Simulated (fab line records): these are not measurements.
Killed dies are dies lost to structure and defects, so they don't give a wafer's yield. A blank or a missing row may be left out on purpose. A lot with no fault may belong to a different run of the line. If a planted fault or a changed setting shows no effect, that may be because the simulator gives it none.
Matching of chambers | flow n5 finfet | 4 sister chambers for N5_BEOL_M12_ETCH_67 on rie diel-05
The step etches SiARC in CF4, target depth 143 nm, time 238.3 s. 8 wafers are shown with their chamber, then 9 later ones without.

## WAFERS, EACH WITH ITS CHAMBER
wafer  | chamber | throttle valve pct (%) | showerhead plenum p Torr (Torr)
L074.1 | 2       | 15.46                  | 2.09
L074.4 | 2       | 15.47                  | 2.09
L078.1 | 3       | 15.39                  | 2.19
L081.5 | 3       | 15.41                  | 2.18
L081.6 | 0       | 15.30                  | 2.24
L083.2 | 1       | 16.10                  | 2.21
L083.3 | 0       | 15.33                  | 2.24
L083.4 | 1       | 16.07                  | 2.21

## WAFERS WITHOUT THEIR CHAMBER
wafer  | throttle valve pct (%) | showerhead plenum p Torr (Torr)
L086.1 | 16.09                  | 2.21
L086.3 | 15.51                  | 2.09
L086.5 | 15.34                  | 2.24
L096.1 | 16.13                  | 2.20
L096.2 | 15.54                  | 2.08
L096.6 | 15.37                  | 2.23
L097.1 | 15.02                  | 2.17
L097.3 | 15.39                  | 2.23
L097.5 | 15.56                  | 2.08

## WHICH CHAMBER EACH ONE RAN IN
wafer  | from the rows above | in truth
L086.1 | 1                   | 1
L086.3 | 2                   | 2
L086.5 | 0                   | 0
L096.1 | 1                   | 1
L096.2 | 2                   | 2
L096.6 | 0                   | 0
L097.1 | 3                   | 3
L097.3 | 0                   | 0
L097.5 | 2                   | 2
Correct placement for 9 of the 9. Left unplaced by these rows: 0. Wrongly placed: 0.
How it was worked out, from the rows above alone: a wafer's distance from a chamber is the root of the sum, over the readings, of the square of ((its reading less the chamber's mean) divided by the reading's scatter). The wafer belongs to the nearest chamber; if the next one is less than 2 further off, it can't be placed. The mean given for a chamber averages the wafers shown for that chamber. How the scatter is found: for the shown wafers, subtract from each reading the mean of its chamber, square and add these, divide the total by (wafers less chambers), then take the root.
